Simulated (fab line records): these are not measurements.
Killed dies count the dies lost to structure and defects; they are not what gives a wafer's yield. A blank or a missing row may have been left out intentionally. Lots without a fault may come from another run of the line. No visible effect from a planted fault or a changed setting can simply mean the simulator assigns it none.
Matching of chambers + flow nand_harc + NHARC_P_M1_DESCUM_14 on rie_diel-11: 4 sister chambers
The step chemistry O2, time 3 s. 20 wafers are shown with their chamber, then 10 later ones without.

## WAFERS WITH THEIR CHAMBER
| wafer  | chamber | showerhead_plenum_p_Torr (Torr) | drypump_motor_current_A (A) | oes_product_au (a.u.) |
|--------|---------|---------------------------------|-----------------------------|-----------------------|
| L075.2 | 1       | 1.96                            | 5.8                         | 1.011                 |
| L075.4 | 0       | 1.85                            | 5.8                         | 0.995                 |
| L075.5 | 1       | 1.96                            | 5.8                         | 1.020                 |
| L076.1 | 3       | 2.02                            | 5.6                         | 1.003                 |
| L076.3 | 1       | 1.96                            | 5.8                         | 1.008                 |
| L076.6 | 2       | 1.82                            | 5.5                         | 1.009                 |
| L080.1 | 1       | 1.96                            | 5.8                         | 1.007                 |
| L080.5 | 1       | 1.96                            | 5.9                         | 1.021                 |
| L080.6 | 0       | 1.85                            | 5.9                         | 0.981                 |
| L083.2 | 3       | 2.02                            | 5.6                         | 1.020                 |
| L083.3 | 0       | 1.85                            | 5.8                         | 0.993                 |
| L083.4 | 1       | 1.96                            | 5.8                         | 1.007                 |
| L086.1 | 2       | 1.81                            | 5.5                         | 0.997                 |
| L086.2 | 0       | 1.85                            | 5.8                         | 1.002                 |
| L086.4 | 1       | 1.96                            | 5.9                         | 0.991                 |
| L087.2 | 2       | 1.81                            | 5.5                         | 0.988                 |
| L087.3 | 1       | 1.96                            | 5.8                         | 0.997                 |
| L087.4 | 3       | 2.02                            | 5.6                         | 1.001                 |
| L088.1 | 1       | 1.96                            | 5.8                         | 1.010                 |
| L088.3 | 2       | 1.81                            | 5.6                         | 1.000                 |

SIGNATURES, as means of the wafers listed above
| reading                  | chamber 0 | chamber 1 | chamber 2 | chamber 3 | scatter within a chamber |
|--------------------------|-----------|-----------|-----------|-----------|--------------------------|
| showerhead_plenum_p_Torr | 1.8500    | 1.9600    | 1.8125    | 2.0200    | 0.00217                  |
| drypump_motor_current_A  | 5.825     | 5.822     | 5.525     | 5.600     | 0.0437                   |
| oes_product_au           | 0.99275   | 1.00800   | 0.99850   | 1.00800   | 0.00939                  |
Rule: a wafer's distance from a chamber is the root of the sum, over the readings, of the square of ((its reading less the chamber's mean) divided by the reading's scatter). If the next closest chamber is less than 2 further off than the closest, the wafer can't be placed; otherwise it belongs to the closest. The scatter is the square root of a quotient: the sum, over the shown wafers, of each reading's squared deviation from its chamber's mean, divided by wafers minus chambers.

## WAFERS WITHOUT THEIR CHAMBER
| wafer  | showerhead_plenum_p_Torr (Torr) | drypump_motor_current_A (A) | oes_product_au (a.u.) |
|--------|---------------------------------|-----------------------------|-----------------------|
| L088.4 | 1.96                            | 5.8                         | 0.998                 |
| L091.1 | 1.96                            | 5.9                         | 0.998                 |
| L091.3 | 1.81                            | 5.5                         | 1.009                 |
| L091.5 | 1.96                            | 5.8                         | 1.005                 |
| L093.2 | 2.02                            | 5.6                         | 1.005                 |
| L093.3 | 1.96                            | 5.8                         | 1.000                 |
| L093.5 | 1.85                            | 5.8                         | 1.012                 |
| L095.1 | 1.85                            | 5.8                         | 1.020                 |
| L095.4 | 2.02                            | 5.6                         | 1.012                 |
| L095.6 | 2.02                            | 5.5                         | 1.006                 |

## EACH ONE'S CHAMBER
| wafer  | from the rows above | in truth |
|--------|---------------------|----------|
| L088.4 | 1                   | 1        |
| L091.1 | 1                   | 1        |
| L091.3 | 2                   | 2        |
| L091.5 | 1                   | 1        |
| L093.2 | 3                   | 3        |
| L093.3 | 1                   | 1        |
| L093.5 | 0                   | 0        |
| L095.1 | 0                   | 0        |
| L095.4 | 3                   | 3        |
| L095.6 | 3                   | 3        |
Placed correctly: 10 of 10. From these rows, 0 cannot be placed. Wrongly placed: 0.
